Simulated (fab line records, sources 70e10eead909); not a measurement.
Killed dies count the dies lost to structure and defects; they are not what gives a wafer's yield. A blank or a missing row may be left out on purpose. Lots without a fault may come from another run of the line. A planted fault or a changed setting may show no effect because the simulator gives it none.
Comparing a struck lot with a sound one + flow nand_harc + 15 steps out of a route of 1302
Sound: wafers L628.3, L628.4, L628.6. Struck: wafer L633.1 (L633.4, L633.6, from the same lot, were not struck and are left out); the cause is given at the end.
For every step that has rows: the tool of each side, followed by ch and its chambers, followed by its first start. Under that, the readings that differ: sound wafers + struck wafers + difference of the means + sigmas: that difference in standard deviations of wafers without a fault.
alike: a reading whose means differ by less than 2 such deviations, as well as words and numbers matching on both sides. not compared: withheld readings; readings where some wafer has no value; bounds like >300 that might hide an equal value; numbers whose values overlap and for which the record gives no deviation.
A row with sigmas, a row that says differs or no value, or rows on one side alone: a step with any of these is where the two part. Numbers that don't overlap but have no deviation are shown without sigmas and don't part them. A reading that every wafer of one side lacks parts them only if that side has two wafers or more.

first, 2 steps without rows for these wafers: NHARC_A_CONTACT_ETCH_78 (etches the open film in O2/COS, target depth 5300 nm, time 1378 s); NHARC_A_CONTACT_ETCH_124 (etches the open film in C4F8/O2/Ar, time 140 s, target depth 700 nm).
NHARC_A_CONTACT_ETCH_125: etches the open film in C4F8/O2/Ar, time 197 s, target depth 1918 nm.
  sound on har_cap_etch-03 ch 0,1, day 22 10:50; struck on har_cap_etch-01 ch 1, day 24 08:02
| reading                | sound | struck | difference                   | sigmas |
|------------------------|-------|--------|------------------------------|--------|
| rf_hours_counter_h (h) | - - - | 7      | no value on the sound wafers |        |
then, 1 step without rows for these wafers: NHARC_A_CONTACT_ETCH_126 (etches the open film in C4F8/O2/Ar, time 197 s, target depth 1918 nm).
NHARC_A_CONTACT_ETCH_127: etches the open film in C4F8/O2/Ar, time 197 s, target depth 1918 nm.
  sound on har_cap_etch-03 ch 0,1, day 22 11:11; struck on har_cap_etch-01 ch 1, day 24 08:24
| reading                | sound | struck | difference                   | sigmas |
|------------------------|-------|--------|------------------------------|--------|
| rf_hours_counter_h (h) | - - - | 8      | no value on the sound wafers |        |
then, 1 step without rows for these wafers: NHARC_A_CONTACT_ETCH_128 (etches the open film in C4F8/O2/Ar, time 197 s, target depth 1918 nm).
NHARC_A_CONTACT_ETCH_129: etches the open film in C4F8/O2/Ar, time 197 s, target depth 1918 nm.
  sound on har_cap_etch-03 ch 0,1, day 22 11:32; struck on har_cap_etch-01 ch 1, day 24 08:45
| reading                | sound | struck | difference                   | sigmas |
|------------------------|-------|--------|------------------------------|--------|
| rf_hours_counter_h (h) | - - - | 8      | no value on the sound wafers |        |
then, 1 step without rows for these wafers: NHARC_A_CONTACT_ETCH_130 (etches the open film in C4F8/O2/Ar, time 197 s, target depth 1918 nm).
NHARC_A_CONTACT_ETCH_131: etches the open film in C4F8/O2/Ar, time 197 s, target depth 1918 nm.
  sound on har_cap_etch-03 ch 0,1, day 22 11:54; struck on har_cap_etch-01 ch 1, day 24 09:13
| reading                | sound | struck | difference                   | sigmas |
|------------------------|-------|--------|------------------------------|--------|
| rf_hours_counter_h (h) | - - - | 8      | no value on the sound wafers |        |
NHARC_A_CONTACT_ETCH_132: etches the open film in C4F8/O2/Ar, time 197 s, target depth 1924 nm.
  sound on har_cap_etch-03 ch 0,1, day 22 12:04; struck on har_cap_etch-01 ch 1, day 24 09:28
| reading                | sound | struck | difference                   | sigmas |
|------------------------|-------|--------|------------------------------|--------|
| rf_hours_counter_h (h) | - - - | 8      | no value on the sound wafers |        |
then, 2 steps without rows for these wafers: NHARC_A_CONTACT_ETCH_133 (etches the open film in C4F8/O2/Ar, time 374 s, target depth 1610 nm); NHARC_A_CONTACT_ETCH_91 (etches the open film in CH3F/O2, target depth 40 nm, time 85.7 s).
NHARC_A_CONTACT_ETCH_97: etches the open film in C4F6/O2, target depth 20 nm, time 10 s.
  sound on rie_diel-04 ch 0,1,3, day 22 13:07; struck on rie_diel-04 ch 0, day 24 10:46
| reading               | sound             | struck | difference | sigmas |
|-----------------------|-------------------|--------|------------|--------|
| oes_product_au (a.u.) | 0.938 0.950 0.954 | 0.728  | -0.219     | -9     |
  alike: drypump_motor_current_A, mfc_ar_sccm, rf_vpp_V, showerhead_plenum_p_Torr, throttle_valve_pct
  not compared: rf_hours_counter_h
NHARC_A_CONTACT_CD_MEAS_80:
  struck on cd_sem-01, day 24 10:50; sound on cd_sem-03, day 22 13:12
  alike: cd_nm
-- record jumps: 2 days between struck wafers' starts before vs after; left off in module A_CONTACT, resumes in module END, first step shown is number 1302 of the route --
NHARC_END_SORT_01:
  sound on prober-01 ch 0, day 24 20:01; struck on prober-02 ch 0, day 26 19:29
| reading         | sound    | struck                   | difference                   | sigmas |
|-----------------|----------|--------------------------|------------------------------|--------|
| hold            | - - -    | await_dispo/5.7h/release | no value on the sound wafers |        |
| killed_at_array | 63 57 58 | 677                      | +618                         | +41    |
| killed_at_other | 5 2 2    | 0                        | -3                           | -2     |
| killed_dies     | 69 60 61 | 677                      | +614                         | +41    |
  alike: killed_at_periphery, killed_open, killed_short

WHERE THEY PART
Earliest at NHARC_A_CONTACT_ETCH_125; latest, in this record, at NHARC_END_SORT_01.

WHY: what had been put in by the simulator
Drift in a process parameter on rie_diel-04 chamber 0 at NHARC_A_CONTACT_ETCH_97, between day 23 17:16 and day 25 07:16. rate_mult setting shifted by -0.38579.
